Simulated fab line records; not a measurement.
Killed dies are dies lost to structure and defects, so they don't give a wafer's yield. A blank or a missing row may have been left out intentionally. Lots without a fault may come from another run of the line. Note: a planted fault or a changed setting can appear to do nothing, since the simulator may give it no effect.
8D (eight disciplines) problem report, filled in by code ; flow n5-finfet ; the parts of the form that need people (team, actions taken, sign-off) are left out

## 1. PROBLEM STATEMENT
Wafers without a fault read 66, standard deviation 20; raw-defect-count at N5_BEOL_M4_INSPECT_59 reads a mean of 393 on 2 wafers belonging to 2 lots. That puts it +16 standard deviations away from the usual mean.
The step: inspects for defects (darkfield).
First seen on wafer L501.4, day 11 19:50, on defect-inspect-02. The record holds 27 wafers of 9 lots with a number at this step. Rule for "out", or "out of limits": more than 4 standard deviations from the usual mean. The rest of the wafers with a number are treated as sound.

## 2. WHAT IT IS, AND WHAT IT ISN'T
question;is;is not
which readings at this step;raw-defect-count;-
which lots;L501, L502;L487, L488, L489, L490, L494, L500, L508
which wafers of those lots;L501.4, L502.2;L501.5, L501.6, L502.1, L502.6
read on which gauges;defect-inspect-02;defect-inspect-01
when;from day 11 19:50;"up to then (20 sound wafers); but 5 sound wafers of L502, L508 came after"

## 3. WHAT RULES OUT EACH SUSPECT
Counting: if a tool at a process step up to the reading ran every lot that is out, it stays a suspect. Sound lots after the first of them don't rule it out here, since some wafers of a struck lot are sound.
- the gauge at N5_BEOL_M4_INSPECT_59: ruled out. All the wafers that are out were read on defect-inspect-02, but those of them that N5_PASSIVATION_PROBE_49 has rows for are out there too, on other tools.
- cvd-co-01 at N5_BEOL_M4_CO_CAP_55 (material Co, precursor CCTBA/H2, target thk 2 nm, time 102.1 s): kept. It processed each lot that is out (first: L501, day 11 19:40); up to then, its last sound lot is L494 (day 10 15:14).
- In cvd-co-01 at N5_BEOL_M4_CO_CAP_55, the wafers that are out were processed in chamber 1 and their sound lot-mates in chambers 0, 2.
After counting, what remains is cvd-co-01 at N5_BEOL_M4_CO_CAP_55.

## 4. THE CAUSE (what the simulator had put in)
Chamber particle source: cvd-co-01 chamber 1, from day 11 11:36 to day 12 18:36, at N5_BEOL_M4_CO_CAP_55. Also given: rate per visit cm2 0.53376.
The count eliminated every tool but this one.

## 5. SEQUENCE OF EFFECTS, ordered by route
Each row: a reading whose mean over the struck wafers that have a number lies more than 3 standard deviations from the usual. Readings are gone through only where the record gives a usual standard deviation; hours: the median, over the lots, of the time from a lot's start at the first step in this table giving one to that lot's start at this step; sigmas: the change measured in usual standard deviations.
hours;step;reading;usual;on struck wafers;change;sigmas
0;N5_BEOL_M4_INSPECT_59;raw-defect-count;66;393;+327;+16
4;N5_BEOL_M5_INSPECT_13;raw-defect-count;384;707;+323;+4.3
6;N5_BEOL_M5_INSPECT_30;raw-defect-count;387;697;+310;+4.3
119;N5_PASSIVATION_PROBE_49;defect-limited-yield;91.3 %;83.7;-7.6;-5.8
119;N5_PASSIVATION_PROBE_49;killed_at_M4_up;14;114;+100;+19
119;N5_PASSIVATION_PROBE_49;killed-dies;103;192;+90;+6.0
119;N5_PASSIVATION_PROBE_49;sort_bin_5_function;5.1 %;10.9;+5.8;+6.6
119;N5_PASSIVATION_PROBE_49;sort-n-pass;1077;988;-90;-6.0
119;N5_PASSIVATION_PROBE_49;sort-yield-pct;91.3 %;83.7;-7.6;-5.8
Its process steps:
- N5_PASSIVATION_PROBE_49
Later measuring or inspecting steps at which every struck wafer that the step has a row for has a number for every such reading, and none has moved that far: N5_BEOL_M4_RC_MEAS_101.

## 6. WHAT WOULD HAVE CAUGHT IT SOONER
The first out-of-limits reading at a measuring or inspecting step in this record came at day 11 19:50, 8 hours after the fault's start at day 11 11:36.
An alarm limit of 4 standard deviations would not have fired on the tool readings at N5_BEOL_M4_CO_CAP_55 for which the record gives a usual standard deviation, since none of them was out on any struck wafer.
L502, from the lots that are out (2), started N5_BEOL_M4_CO_CAP_55 on cvd-co-01 later than day 11 19:50. A hold on the tool at that time would have spared it.
